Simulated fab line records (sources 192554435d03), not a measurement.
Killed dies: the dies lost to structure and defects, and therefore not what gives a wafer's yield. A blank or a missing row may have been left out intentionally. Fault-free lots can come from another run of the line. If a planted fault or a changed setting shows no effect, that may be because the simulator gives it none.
fab line records	flow n5_finfet
[record] lots = 24	wafers = 72	last_day = 18
route steps=1938 shown BEOL_M5@1126
lots that met no fault: from a run of the same line without faults
start_h: hours from the record's first day to the start of the lot's first wafer shown	wait_h: time in hours since the lot's previous step	" repeats the value in the row above	L1.1+2: a row that stands for several wafers	- either no value or no given start	* or withheld: withheld	< > ~ a bound
route shown NAME@n: names a module that has steps shown in the file, with the first one's number in the route	usual: mean/standard deviation taken from wafers without a fault	same: alike in all rows	chamber/n: place in a boat	sites: per-site readings	_std_site: the standard deviation of these	_edge_site: inner sites' mean taken away from outer sites' mean	radius_mm: how far each site lies from the wafer's centre	mask NAME#n: copy n	behind: tool/chamber where the wafer was last shaped	hold: cause of the lot's hold/its duration in hours/its outcome	device: the transistor (n, p or np) that didn't switch	end of line: the same wafers' tests at the end of the route	a step given without rows: its recipe and nothing more	killed: not the wafer's yield, but the dies lost to structure and defects at the first sort	map: the dies of a wafer, with x for killed, . for not killed, _ for no die there
set.NAME: the run value of the setting; set.NAME@STEP: its run value at that earlier step	model.NAME: the simulator's own value behind a step, which no gauge read
the route's steps for a sample of lots (tables are steps, rows are wafers)
services: a tool's chamber out of use, with start hour (start_h, from the record's first day; less than 0 if before it), hours out, and reason
[[steps]]
[step N5_BEOL_M5_CD_MEAS_11]
[recipe] target_cd_nm = 27.74	landing_energy_ev = 500	detector = se_inlens
[usual] cd_nm = 28.01/0.22
lot.wafer	tool	chamber	start_h	wait_h	cd_nm
L074.2	cd_sem-01	0	171.21	-	28.26
L074.3	"	0	"	"	28.14
L074.4	"	0	"	"	27.84
L075.1	cd_sem-02	0	172.69	-	27.82
L075.2	"	0	"	"	27.86
L075.3	"	0	"	"	27.72
L076.1	cd_sem-03	0	180.23	-	27.32
L076.2	"	0	"	"	27.43
L076.5	"	0	"	"	27.85
L077.3	cd_sem-01	0	188.27	-	28.40
L077.4	"	0	"	"	28.14
L077.6	"	0	"	"	28.29
L078.4	cd_sem-03	0	195.50	-	27.85
L078.5	"	0	"	"	27.89
L078.6	"	0	"	"	27.72
L080.1	cd_sem-01	0	202.16	-	27.99
L080.3	"	0	"	"	27.87
L080.4	"	0	"	"	27.70
L079.2	cd_sem-01	0	205.51	-	28.17
L079.3	"	0	"	"	28.08
L079.6	"	0	"	"	27.63
L081.1	cd_sem-02	0	212.11	-	27.97
L081.2	"	0	"	"	28.01
L081.6	"	0	"	"	28.08
L082.2	cd_sem-01	0	215.52	-	28.25
L082.4	"	0	"	"	28.04
L082.5	"	0	"	"	28.04
L084.1	cd_sem-02	0	221.92	-	28.16
L084.5	"	0	"	"	28.05
L084.6	"	0	"	"	27.87
L083.3	cd_sem-01	0	228.71	-	28.13
L083.4	"	0	"	"	27.81
L083.5	"	0	"	"	27.92
L085.2	cd_sem-01	0	232.59	-	27.93
L085.4	"	0	"	"	28.20
L085.5	"	0	"	"	27.98
L086.2	cd_sem-03	0	244.47	-	28.04
L086.3	"	0	"	"	28.11
L086.6	"	0	"	"	28.02
L087.2	cd_sem-03	0	257.77	-	27.96
L087.3	"	0	"	"	27.78
L087.5	"	0	"	"	28.33
L088.1	cd_sem-01	0	261.86	-	27.73
L088.4	"	0	"	"	28.08
L088.5	"	0	"	"	27.95
L089.2	cd_sem-02	0	262.85	-	28.16
L089.3	"	0	"	"	28.18
L089.6	"	0	"	"	28.06
L090.2	cd_sem-01	0	263.42	-	28.13
L090.3	"	0	"	"	28.31
L090.5	"	0	"	"	28.24
L092.1	cd_sem-01	0	266.10	-	28.37
L092.2	"	0	"	"	28.08
L092.3	"	0	"	"	28.17
L091.1	cd_sem-01	0	270.11	-	28.26
L091.4	"	0	"	"	27.88
L091.5	"	0	"	"	28.02
L093.3	cd_sem-03	0	285.82	-	27.87
L093.5	"	0	"	"	27.98
L093.6	"	0	"	"	28.22
L094.1	cd_sem-03	0	288.71	-	28.06
L094.4	"	0	"	"	28.13
L094.5	"	0	"	"	28.30
L096.1	cd_sem-02	0	302.66	-	27.76
L096.2	"	0	"	"	27.64
L096.4	"	0	"	"	27.59
L095.2	cd_sem-01	0	310.95	-	28.12
L095.4	"	0	"	"	28.29
L095.6	"	0	"	"	28.43
L097.2	cd_sem-02	0	311.13	-	27.95
L097.4	"	0	"	"	28.07
L097.5	"	0	"	"	28.02
[step N5_BEOL_M5_CD_MEAS_18]
[recipe] pitch_nm = 56	target_cd_nm = 28
[usual] cd_nm = 28.08/0.25
lot.wafer	tool	chamber	start_h	wait_h	cd_nm
L074.2	cd_sem-02	-	171.78	0.1	28.41
L074.3	"	-	"	"	28.08
L074.4	"	-	"	"	28.19
L075.1	cd_sem-03	-	173.25	0.0	28.22
L075.2	"	-	"	"	27.87
L075.3	"	-	"	"	28.53
L076.1	cd_sem-03	-	180.84	0.0	27.86
L076.2	"	-	"	"	27.97
L076.5	"	-	"	"	28.07
L077.3	cd_sem-01	-	188.91	0.1	27.98
L077.4	"	-	"	"	28.37
L077.6	"	-	"	"	28.37
L078.4	cd_sem-02	-	196.18	0.1	28.06
L078.5	"	-	"	"	28.05
L078.6	"	-	"	"	28.02
L080.1	cd_sem-03	-	202.71	0.0	27.98
L080.3	"	-	"	"	28.16
L080.4	"	-	"	"	27.96
L079.2	cd_sem-01	-	206.36	0.1	27.96
L079.3	"	-	"	"	28.20
L079.6	"	-	"	"	28.12
L081.1	cd_sem-01	-	212.66	0.0	28.18
L081.2	"	-	"	"	28.37
L081.6	"	-	"	"	28.10
L082.2	cd_sem-01	-	216.08	0.1	27.83
L082.4	"	-	"	"	28.53
L082.5	"	-	"	"	27.61
L084.1	cd_sem-01	-	222.75	0.1	28.41
L084.5	"	-	"	"	27.19
L084.6	"	-	"	"	28.23
L083.3	cd_sem-01	-	229.26	0.1	27.88
L083.4	"	-	"	"	27.87
L083.5	"	-	"	"	28.39
L085.2	cd_sem-02	-	233.25	0.1	28.45
L085.4	"	-	"	"	28.00
L085.5	"	-	"	"	28.28
L086.2	cd_sem-02	-	245.38	0.1	28.14
L086.3	"	-	"	"	28.13
L086.6	"	-	"	"	27.86
L087.2	cd_sem-01	-	258.46	0.1	27.91
L087.3	"	-	"	"	28.05
L087.5	"	-	"	"	28.32
L088.1	cd_sem-03	-	262.45	0.0	27.86
L088.4	"	-	"	"	27.59
L088.5	"	-	"	"	28.00
L089.2	cd_sem-02	-	263.71	0.1	27.94
L089.3	"	-	"	"	28.08
L089.6	"	-	"	"	28.63
L090.2	cd_sem-01	-	264.17	0.1	27.57
L090.3	"	-	"	"	27.89
L090.5	"	-	"	"	28.14
L092.1	cd_sem-01	-	267.06	0.0	28.22
L092.2	"	-	"	"	28.21
L092.3	"	-	"	"	28.41
L091.1	cd_sem-02	-	270.91	0.0	27.94
L091.4	"	-	"	"	27.81
L091.5	"	-	"	"	28.11
L093.3	cd_sem-01	-	286.50	0.1	28.26
L093.5	"	-	"	"	27.80
L093.6	"	-	"	"	28.09
L094.1	cd_sem-01	-	289.41	0.0	28.05
L094.4	"	-	"	"	27.95
L094.5	"	-	"	"	28.18
L096.1	cd_sem-01	-	303.33	0.0	27.42
L096.2	"	-	"	"	27.84
L096.4	"	-	"	"	27.99
L095.2	cd_sem-02	-	311.52	0.1	28.05
L095.4	"	-	"	"	28.02
L095.6	"	-	"	"	27.93
L097.2	cd_sem-02	-	311.98	0.1	28.09
L097.4	"	-	"	"	28.13
L097.5	"	-	"	"	28.26
[step N5_BEOL_M5_STRIP_36]
[recipe] chemistry = N2/H2	power_w = 450	temp_c = 40	pressure_mtorr = 20	rf_frequency_hz = 6e+07	overash_fraction = 0.3	bias_power_w = 7	h2_frac = 0.5	n2_flow_sccm = 200	h2_flow_sccm = 200
[usual] drypump_motor_current_A = 5.9/0.35	oes_product_au = 0.80/0.09	rf_vpp_V = 59.3/1.5	showerhead_plenum_p_Torr = 2.56/0.04	throttle_valve_pct = 23.6/0.31
lot.wafer	tool	chamber	start_h	wait_h	drypump_motor_current_A	oes_product_au	rf_hours_counter_h	rf_vpp_V	showerhead_plenum_p_Torr	throttle_valve_pct
L074.2	rie_diel-02	1	174.32	0.0	6.4	0.75	172	58.3	2.53	24.1
L074.3	"	0	"	"	5.5	0.80	77	58.9	2.57	23.6
L074.4	"	2	"	"	6.3	1.00	3	60.2	2.59	23.4
L075.1	rie_diel-02	2	174.81	0.0	6.3	0.96	4	58.0	2.59	23.4
L075.2	"	3	"	"	5.7	0.73	147	61.5	2.54	23.4
L075.3	"	0	"	"	5.5	0.83	78	55.5	2.57	23.6
L076.1	rie_diel-05	2	181.52	0.0	5.5	0.84	63	59.6	2.58	23.6
L076.2	"	1	"	"	5.9	0.89	38	59.5	2.58	23.1
L076.5	"	0	"	"	6.1	0.87	-	60.7	2.59	23.7
L077.3	rie_diel-01	2	190.55	0.0	5.5	0.68	214	58.7	2.62	24.0
L077.4	"	1	"	"	6.0	0.68	-	58.6	2.51	23.4
L077.6	"	0	"	"	6.3	0.66	-	59.5	2.60	23.4
L078.4	rie_diel-02	1	197.76	0.0	6.4	0.73	-	59.4	2.53	24.1
L078.5	"	0	"	"	5.5	0.79	-	61.0	2.57	23.7
L078.6	"	2	"	"	6.3	0.95	-	58.2	2.59	23.4
L080.1	rie_diel-02	1	205.91	0.0	6.4	0.74	183	58.6	2.53	24.1
L080.3	"	3	"	"	5.6	0.76	154	59.6	2.54	23.5
L080.4	"	0	"	"	5.4	0.80	89	60.7	2.57	23.6
L079.2	rie_diel-05	3	208.13	0.0	6.0	0.70	229	59.7	2.62	23.7
L079.3	"	1	"	"	5.9	0.88	47	62.6	2.57	23.1
L079.6	"	2	"	"	5.5	0.81	-	59.7	2.58	23.6
L081.1	rie_diel-02	2	214.64	0.0	6.3	0.93	18	61.1	2.59	23.5
L081.2	"	1	"	"	6.3	0.74	185	57.4	2.53	24.1
L081.6	"	2	"	"	6.3	0.95	-	60.1	2.59	23.5
L082.2	rie_diel-02	1	217.76	0.0	6.4	0.74	186	59.8	2.52	24.1
L082.4	"	3	"	"	5.7	0.74	157	58.4	2.54	23.5
L082.5	"	0	"	"	5.4	0.80	-	56.4	2.57	23.7
L084.1	rie_diel-02	0	224.55	0.0	5.4	0.80	95	57.8	2.57	23.6
L084.5	"	0	"	"	5.4	0.80	-	59.4	2.57	23.7
L084.6	"	3	"	"	5.7	0.72	-	60.5	2.54	23.5
L083.3	rie_diel-01	3	230.07	0.0	5.8	0.77	130	58.5	2.45	24.0
L083.4	"	1	"	"	5.9	0.67	249	58.6	2.50	23.5
L083.5	"	1	"	"	5.9	0.68	-	61.8	2.50	23.5
L085.2	rie_diel-01	2	235.52	0.0	5.5	0.67	232	59.8	2.61	24.0
L085.4	"	2	"	"	5.5	0.68	-	61.1	2.61	24.0
L085.5	"	0	"	"	6.4	0.97	-	61.3	2.59	23.2
L086.2	rie_diel-01	2	246.16	0.0	5.5	0.66	236	57.9	2.61	24.1
L086.3	"	3	"	"	5.8	0.77	136	57.9	2.44	24.0
L086.6	"	2	"	"	5.5	0.67	-	54.9	2.61	24.0
L087.2	rie_diel-02	0	260.88	0.0	5.4	0.78	105	58.5	2.56	23.7
L087.3	"	3	"	"	5.7	0.72	171	58.4	2.53	23.5
L087.5	"	2	"	"	6.3	0.92	-	58.4	2.58	23.5
L088.1	rie_diel-05	0	263.15	0.0	6.1	0.83	67	59.4	2.57	23.8
L088.4	"	3	"	"	6.0	0.69	245	58.9	2.61	23.7
L088.5	"	1	"	"	5.9	0.86	-	58.4	2.57	23.1
L090.2	rie_diel-02	1	266.10	0.0	6.4	0.73	201	58.1	2.52	24.1
L090.3	"	2	"	"	6.3	0.91	33	57.8	2.58	23.5
L090.5	"	2	"	"	6.3	0.91	-	59.1	2.58	23.5
L092.1	rie_diel-05	2	268.47	0.0	5.5	0.78	88	59.0	2.57	23.6
L092.2	"	1	"	"	5.9	0.84	61	60.0	2.57	23.1
L092.3	"	0	"	"	6.1	0.84	68	59.6	2.57	23.8
L089.2	rie_diel-02	3	270.07	0.0	5.7	0.72	174	60.0	2.53	23.5
L089.3	"	1	"	"	6.3	0.71	202	60.2	2.52	24.1
L089.6	"	1	"	"	6.4	0.72	-	59.2	2.52	24.2
L091.1	rie_diel-01	0	271.93	0.0	6.3	0.93	18	58.9	2.59	23.2
L091.4	"	2	"	"	5.5	0.65	245	58.6	2.61	24.0
L091.5	"	3	"	"	5.8	0.77	-	58.9	2.44	24.0
L093.3	rie_diel-05	0	288.13	0.0	6.1	0.83	75	58.4	2.57	23.8
L093.5	"	0	"	"	6.1	0.83	-	57.9	2.57	23.8
L093.6	"	2	"	"	5.5	0.79	-	58.3	2.57	23.6
L094.1	rie_diel-05	2	290.41	0.0	5.5	0.78	95	59.7	2.57	23.6
L094.4	"	2	"	"	5.5	0.79	-	59.5	2.57	23.6
L094.5	"	0	"	"	6.1	0.83	-	58.1	2.57	23.8
L096.1	rie_diel-05	0	304.57	0.0	6.1	0.82	81	62.5	2.57	23.8
L096.2	"	3	"	"	6.0	0.96	2	56.9	2.61	23.4
L096.4	"	2	"	"	5.5	0.79	100	57.1	2.56	23.6
L095.2	rie_diel-02	0	312.39	0.0	5.5	0.76	121	59.9	2.56	23.7
L095.4	"	3	"	"	5.7	0.70	187	60.0	2.52	23.5
L095.6	"	3	"	"	5.6	0.71	-	60.3	2.53	23.5
L097.2	rie_diel-02	3	312.89	0.0	5.6	0.72	187	58.8	2.52	23.5
L097.4	"	1	"	"	6.4	0.71	216	56.8	2.51	24.2
L097.5	"	2	"	"	6.3	0.89	-	58.5	2.57	23.5
[step N5_BEOL_M5_OCD_MEAS_38]
[usual] trench_depth_nm = 72.0/1.3
lot.wafer	tool	chamber	start_h	wait_h	trench_depth_nm
L074.2	ocd-01	-	174.52	-	73.0
L074.3	"	-	"	"	72.2
L074.4	"	-	"	"	74.3
L075.1	ocd-02	-	175.01	-	75.2
L075.2	"	-	"	"	71.3
L075.3	"	-	"	"	72.4
L076.1	ocd-01	-	181.72	-	71.6
L076.2	"	-	"	"	71.2
L076.5	"	-	"	"	73.1
L077.3	ocd-01	-	190.75	-	70.5
L077.4	"	-	"	"	70.4
L077.6	"	-	"	"	69.5
L078.4	ocd-02	-	197.94	-	72.3
L078.5	"	-	"	"	73.6
L078.6	"	-	"	"	74.5
L080.1	ocd-02	-	206.10	-	72.3
L080.3	"	-	"	"	72.3
L080.4	"	-	"	"	72.4
L079.2	ocd-01	-	208.32	-	71.0
L079.3	"	-	"	"	71.2
L079.6	"	-	"	"	71.4
L081.1	ocd-01	-	214.84	-	74.9
L081.2	"	-	"	"	72.5
L081.6	"	-	"	"	74.6
L082.2	ocd-02	-	217.95	-	73.2
L082.4	"	-	"	"	71.5
L082.5	"	-	"	"	71.7
L084.1	ocd-01	-	224.75	-	71.8
L084.5	"	-	"	"	72.5
L084.6	"	-	"	"	71.3
L083.3	ocd-01	-	230.26	-	71.2
L083.4	"	-	"	"	69.2
L083.5	"	-	"	"	68.6
L085.2	ocd-02	-	235.72	-	70.5
L085.4	"	-	"	"	71.4
L085.5	"	-	"	"	71.3
L086.2	ocd-01	-	246.36	-	71.3
L086.3	"	-	"	"	72.0
L086.6	"	-	"	"	71.1
L087.2	ocd-01	-	261.07	-	72.8
L087.3	"	-	"	"	71.7
L087.5	"	-	"	"	74.1
L088.1	ocd-02	-	263.35	-	72.6
L088.4	"	-	"	"	70.3
L088.5	"	-	"	"	70.3
L090.2	ocd-02	-	266.30	-	71.7
L090.3	"	-	"	"	73.7
L090.5	"	-	"	"	74.1
L092.1	ocd-01	-	268.66	-	73.1
L092.2	"	-	"	"	71.0
L092.3	"	-	"	"	73.5
L089.2	ocd-02	-	270.26	-	70.9
L089.3	"	-	"	"	71.7
L089.6	"	-	"	"	72.1
L091.1	ocd-01	-	272.12	-	72.0
L091.4	"	-	"	"	70.1
L091.5	"	-	"	"	71.4
L093.3	ocd-02	-	288.33	-	71.2
L093.5	"	-	"	"	71.6
L093.6	"	-	"	"	70.8
L094.1	ocd-01	-	290.61	-	72.3
L094.4	"	-	"	"	70.9
L094.5	"	-	"	"	72.9
L096.1	ocd-02	-	304.77	-	72.9
L096.2	"	-	"	"	72.5
L096.4	"	-	"	"	71.4
L095.2	ocd-02	-	312.59	-	71.8
L095.4	"	-	"	"	70.5
L095.6	"	-	"	"	70.9
L097.2	ocd-02	-	313.09	-	70.2
L097.4	"	-	"	"	71.0
L097.5	"	-	"	"	73.6
[step N5_BEOL_M5_SPUTTER_88]
[recipe] material = Cu	target_thk_a = 150	temp_c = -20	chamber_pressure_pa = 0.07	power_w = withheld	time_s = 27.62
[usual] throttle_valve_pct = 30.2/1.1
lot.wafer	tool	chamber	start_h	wait_h	throttle_valve_pct
L074.2	pvd_sputter-03	-	180.35	0.5	29.9
L074.3	"	-	"	"	30.5
L074.4	"	-	"	"	30.7
L075.1	pvd_sputter-02	-	181.08	0.5	30.0
L075.2	"	-	"	"	28.0
L075.3	"	-	"	"	33.1
L076.1	pvd_sputter-03	-	186.27	0.5	28.7
L076.2	"	-	"	"	31.1
L076.5	"	-	"	"	28.9
L077.3	pvd_sputter-03	-	195.35	0.5	31.1
L077.4	"	-	"	"	29.9
L077.6	"	-	"	"	29.7
L078.4	pvd_sputter-03	-	202.52	0.5	29.1
L078.5	"	-	"	"	29.3
L078.6	"	-	"	"	30.4
L080.1	pvd_sputter-01	-	211.71	0.5	29.6
L080.3	"	-	"	"	30.6
L080.4	"	-	"	"	29.7
L079.2	pvd_sputter-03	-	213.61	0.5	28.7
L079.3	"	-	"	"	30.2
L079.6	"	-	"	"	30.8
L081.1	pvd_sputter-01	-	221.05	0.5	30.4
L081.2	"	-	"	"	29.7
L081.6	"	-	"	"	29.7
L082.2	pvd_sputter-03	-	223.35	0.5	30.5
L082.4	"	-	"	"	29.8
L082.5	"	-	"	"	30.3
L084.1	pvd_sputter-02	-	231.55	0.5	30.2
L084.5	"	-	"	"	32.8
L084.6	"	-	"	"	27.8
L083.3	pvd_sputter-02	-	236.57	0.5	30.2
L083.4	"	-	"	"	33.0
L083.5	"	-	"	"	28.0
L085.2	pvd_sputter-03	-	241.20	0.5	30.6
L085.4	"	-	"	"	30.8
L085.5	"	-	"	"	30.6
L086.2	pvd_sputter-01	-	250.82	0.5	29.7
L086.3	"	-	"	"	30.9
L086.6	"	-	"	"	29.5
L087.2	pvd_sputter-01	-	266.57	0.5	30.0
L087.3	"	-	"	"	30.8
L087.5	"	-	"	"	30.8
L088.1	pvd_sputter-02	-	269.31	0.5	28.2
L088.4	"	-	"	"	33.0
L088.5	"	-	"	"	30.1
L090.2	pvd_sputter-01	-	271.31	0.5	30.8
L090.3	"	-	"	"	30.7
L090.5	"	-	"	"	29.8
L092.1	pvd_sputter-03	-	274.04	0.5	30.1
L092.2	"	-	"	"	31.0
L092.3	"	-	"	"	28.9
L089.2	pvd_sputter-02	-	275.06	0.5	28.0
L089.3	"	-	"	"	30.4
L089.6	"	-	"	"	28.0
L091.1	pvd_sputter-01	-	277.08	0.5	30.8
L091.4	"	-	"	"	29.6
L091.5	"	-	"	"	31.2
L093.3	pvd_sputter-02	-	294.42	0.5	33.2
L093.5	"	-	"	"	29.8
L093.6	"	-	"	"	28.1
L094.1	pvd_sputter-03	-	295.95	0.5	30.0
L094.4	"	-	"	"	30.7
L094.5	"	-	"	"	29.9
L096.1	pvd_sputter-03	-	309.44	0.5	31.2
L096.2	"	-	"	"	30.6
L096.4	"	-	"	"	30.0
L095.2	pvd_sputter-01	-	320.15	0.5	29.7
L095.4	"	-	"	"	30.7
L095.6	"	-	"	"	30.0
L097.2	pvd_sputter-03	-	330.00	0.5	29.0
L097.4	"	-	"	"	30.0
L097.5	"	-	"	"	30.5
[step N5_BEOL_M5_CMP_52]
[recipe] stop_on = SiCOH_lowk	t_overpolish_s = 6.9	down_force_psi = 1	platen_rpm = 50	clearing_platen_down_force_psi = 1.5	clearing_platen_rpm = 50	post_cmp_clean = cu_alkaline	target_thk_nm = 62	clearing_platen_pad_velocity_m_s = 0.99484	pad_velocity_m_s = 0.99484
[usual] barrier_field_endpoint_s = 24.7/0.49	clearing_platen_down_force_psi = 1.500/0.003	motor_current_A = 5.9/0.54	overpolish_run_s = 6.899/0.0093	retaining_ring_pressure_frac = 1.000/0.0048	time_to_endpoint_s = 62.6/2.3
lot.wafer	tool	chamber	start_h	wait_h	barrier_field_endpoint_s	clearing_platen_down_force_psi	motor_current_A	overpolish_run_s	retaining_ring_pressure_frac	time_to_endpoint_s
L074.2	cmp-02	2	182.12	0.2	24.1	1.504	5.6	6.913	1.000	59.7
L074.3	"	3	"	"	25.0	1.502	5.8	6.885	1.004	60.9
L074.4	"	0	"	"	24.0	1.497	6.4	6.897	1.003	59.3
L075.1	cmp-01	3	182.94	0.5	24.2	1.498	5.3	6.887	0.998	61.9
L075.2	"	0	"	"	24.8	1.498	6.6	6.904	0.995	63.9
L075.3	"	1	"	"	24.6	1.498	6.3	6.901	0.989	62.0
L076.1	cmp-02	2	187.89	0.3	23.9	1.497	5.8	6.888	0.992	57.8
L076.2	"	0	"	"	24.8	1.499	6.9	6.888	1.004	63.3
L076.5	"	2	"	"	25.2	1.497	5.3	6.889	1.003	62.4
L077.3	cmp-02	1	197.02	0.2	24.3	1.499	5.7	6.889	0.998	63.8
L077.4	"	2	"	"	24.9	1.498	5.8	6.891	0.998	61.1
L077.6	"	3	"	"	24.3	1.502	5.8	6.902	1.000	61.1
L078.4	cmp-01	3	204.24	0.2	25.5	1.504	5.2	6.915	1.000	64.2
L078.6	"	0	"	"	24.6	1.498	6.5	6.891	0.999	60.0
L078.5	"	1	"	"	24.8	1.499	6.4	6.903	1.004	60.8
L080.4	cmp-01	1	213.35	0.1	25.1	1.500	6.1	6.901	0.991	65.9
L080.1	"	2	"	"	25.7	1.508	6.4	6.908	0.997	64.5
L080.3	"	0	"	"	24.4	1.501	6.3	6.902	1.006	62.6
L079.2	cmp-04	2	215.24	0.2	26.0	1.501	7.1	6.901	1.000	66.1
L079.3	"	0	"	"	24.2	1.502	5.5	6.907	0.998	63.0
L079.6	"	1	"	"	24.9	1.501	6.5	6.911	0.997	62.1
L081.2	cmp-02	0	222.67	0.2	24.8	1.498	6.3	6.889	1.003	61.1
L081.1	"	1	"	"	24.0	1.500	5.3	6.897	0.999	62.8
L081.6	"	3	"	"	25.0	1.498	6.0	6.900	1.010	63.7
L082.2	cmp-02	0	224.94	0.2	24.1	1.500	6.1	6.901	0.995	62.8
L082.4	"	1	"	"	24.8	1.502	5.4	6.903	1.005	64.4
L082.5	"	1	"	"	25.0	1.501	5.8	6.894	1.005	64.7
L084.1	cmp-02	0	233.14	0.3	23.9	1.505	6.3	6.914	1.002	62.2
L084.6	"	0	"	"	24.4	1.501	6.2	6.893	1.008	65.3
L084.5	"	1	"	"	24.6	1.496	5.6	6.900	0.994	64.7
L083.4	cmp-02	0	238.76	0.2	24.2	1.498	6.1	6.906	1.000	61.0
L083.3	"	1	"	"	24.6	1.499	5.4	6.903	0.995	64.5
L083.5	"	3	"	"	23.8	1.499	5.8	6.921	0.998	58.9
L085.2	cmp-02	1	242.87	0.3	25.0	1.500	5.6	6.900	1.000	62.5
L085.4	"	2	"	"	25.3	1.494	6.0	6.895	0.994	61.7
L085.5	"	3	"	"	23.9	1.498	6.1	6.902	1.000	60.0
L086.3	cmp-02	2	252.46	0.2	24.2	1.501	5.9	6.901	0.993	58.6
L086.2	"	3	"	"	24.3	1.503	6.1	6.894	1.003	60.0
L086.6	"	2	"	"	24.1	1.506	5.8	6.889	0.990	59.0
L087.2	cmp-02	3	268.15	0.2	24.4	1.496	5.9	6.893	0.998	59.8
L087.3	"	2	"	"	24.1	1.499	5.8	6.894	1.003	62.5
L087.5	"	0	"	"	24.7	1.500	6.1	6.881	1.000	64.6
L088.4	cmp-04	3	270.98	0.2	24.8	1.496	4.8	6.925	0.998	61.7
L088.1	"	0	"	"	24.0	1.494	5.6	6.895	0.998	63.8
L088.5	"	1	"	"	24.6	1.501	6.7	6.897	1.000	60.9
L090.3	cmp-01	0	272.94	0.2	23.5	1.495	6.6	6.892	1.001	60.4
L090.2	"	2	"	"	24.8	1.498	6.4	6.905	0.997	60.1
L090.5	"	3	"	"	25.3	1.501	5.2	6.901	0.997	65.4
L092.2	cmp-04	3	275.63	0.2	23.8	1.502	4.4	6.907	1.003	58.5
L092.3	"	0	"	"	24.3	1.499	5.4	6.902	1.003	64.2
L092.1	"	2	"	"	24.9	1.504	6.7	6.904	0.998	63.8
L089.2	cmp-02	3	276.65	0.2	24.1	1.495	5.7	6.911	0.990	57.1
L089.3	"	1	"	"	25.0	1.507	5.6	6.888	1.005	60.9
L089.6	"	3	"	"	25.0	1.500	5.8	6.892	0.999	59.9
L091.4	cmp-02	0	278.95	0.4	24.8	1.502	6.1	6.909	1.002	63.7
L091.1	"	1	"	"	24.9	1.507	5.3	6.905	1.004	64.3
L091.5	"	3	"	"	24.6	1.499	6.1	6.905	1.006	61.6
L093.3	cmp-02	0	296.01	0.2	24.9	1.500	6.0	6.899	0.997	63.4
L093.6	"	0	"	"	24.9	1.498	6.3	6.892	0.994	59.4
L093.5	"	1	"	"	25.2	1.504	5.7	6.897	1.002	63.0
L094.4	cmp-04	0	297.88	0.1	24.4	1.501	5.7	6.903	1.003	61.7
L094.1	"	3	"	"	24.6	1.498	4.3	6.898	0.993	60.8
L094.5	"	1	"	"	24.8	1.503	6.3	6.890	0.998	59.9
L096.1	cmp-02	2	311.07	0.3	25.1	1.503	5.4	6.896	1.001	64.4
L096.4	"	3	"	"	25.2	1.502	5.7	6.905	1.003	64.8
L096.2	"	0	"	"	24.3	1.501	6.4	6.894	1.002	62.9
L095.4	cmp-01	3	322.90	0.1	25.0	1.498	5.2	6.924	0.997	66.8
L095.2	"	2	"	"	24.7	1.501	6.5	6.894	1.004	63.9
L095.6	"	0	"	"	24.8	1.497	6.8	6.897	1.006	62.5
L097.2	cmp-01	0	331.59	0.2	24.2	1.501	6.3	6.913	1.009	65.1
L097.4	"	3	"	"	24.6	1.500	5.2	6.900	0.999	64.4
L097.5	"	1	"	"	24.9	1.497	6.1	6.901	0.995	65.7
[[services]]
tool	chamber	start_h	hours	kind
cmp-02	-	150.80	4.0	pm
cmp-02	-	154.80	-	consumable_replace:conditioner
cmp-02	-	154.80	-	consumable_replace:pad
rie_diel-02	3	191.01	10.1	repair
rie_diel-05	1	210.89	6.7	repair
cmp-02	-	215.18	2.3	repair
cmp-01	-	230.12	0.3	repair
cmp-04	-	232.23	4.0	pm
cmp-04	-	243.54	1.9	repair
rie_diel-02	-	275.29	0.6	repair
cmp-01	-	277.20	1.9	repair
cmp-04	-	281.86	3.0	pm
rie_diel-05	3	281.88	-	clean
rie_diel-05	3	281.88	-	consumable_replace:focus_ring
rie_diel-05	3	281.88	15.8	scheduled_down
rie_diel-05	3	281.88	15.8	vent_cycle
cmp-04	-	288.89	1.8	repair
cmp-02	-	288.98	0.9	repair
cmp-01	-	292.69	1.4	repair
cmp-01	-	298.24	4.0	pm
rie_diel-02	-	303.01	0.5	repair
rie_diel-01	0	311.36	5.4	repair
cmp-04	-	313.82	0.7	repair
cmp-01	-	314.04	0.4	repair
[[key]]
fault none
